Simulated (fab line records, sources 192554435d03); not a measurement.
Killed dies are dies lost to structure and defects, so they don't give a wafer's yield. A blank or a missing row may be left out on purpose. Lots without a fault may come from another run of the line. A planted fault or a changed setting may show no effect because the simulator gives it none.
Chamber matching | flow n5_finfet | N5_SD_EPI_P_ETCH_36 on rie_diel-06: 4 sister chambers
The step etches SiARC in CF4, target depth 45.5 nm, time 75.8 s. 8 wafers are shown with their chamber, then 10 later ones without.

WAFERS WITH THEIR CHAMBER
wafer  | chamber | drypump_motor_current_A (A) | showerhead_plenum_p_Torr (Torr)
L081.3 | 3       | 6.0                         | 2.06
L090.3 | 1       | 6.5                         | 2.12
L090.4 | 0       | 5.2                         | 1.98
L091.1 | 2       | 6.1                         | 2.19
L091.2 | 0       | 5.3                         | 1.98
L091.3 | 1       | 6.5                         | 2.12
L091.4 | 3       | 6.0                         | 2.05
L091.5 | 2       | 6.1                         | 2.19

WAFERS WITHOUT THEIR CHAMBER
wafer  | drypump_motor_current_A (A) | showerhead_plenum_p_Torr (Torr)
L091.6 | 6.5                         | 2.12
L092.1 | 5.2                         | 1.98
L092.2 | 6.1                         | 2.19
L092.6 | 5.2                         | 1.98
L095.2 | 6.5                         | 2.12
L095.5 | 6.5                         | 2.12
L095.6 | 5.3                         | 1.98
L097.2 | 5.3                         | 1.98
L097.3 | 6.0                         | 2.05
L097.6 | 6.0                         | 2.05

WHICH CHAMBER EACH WENT THROUGH
wafer  | from the rows above | in truth
L091.6 | 1                   | 1
L092.1 | 0                   | 0
L092.2 | 2                   | 2
L092.6 | 0                   | 0
L095.2 | 1                   | 1
L095.5 | 1                   | 1
L095.6 | 0                   | 0
L097.2 | 0                   | 0
L097.3 | 3                   | 3
L097.6 | 3                   | 3
Placed correctly: 10 of 10. Can't be placed from these rows: 0. Placed wrongly: 0.
How it was worked out, from the rows above alone: a wafer's distance from a chamber is the root of the sum, over the readings, of the square of ((its reading less the chamber's mean) divided by the reading's scatter). The wafer belongs to the nearest chamber; if the next one is less than 2 further off, it can't be placed. A chamber's mean is the mean of its shown wafers. The scatter: the root of (the sum of the squares of (reading less its chamber's mean) over the shown wafers, divided by (wafers less chambers)).
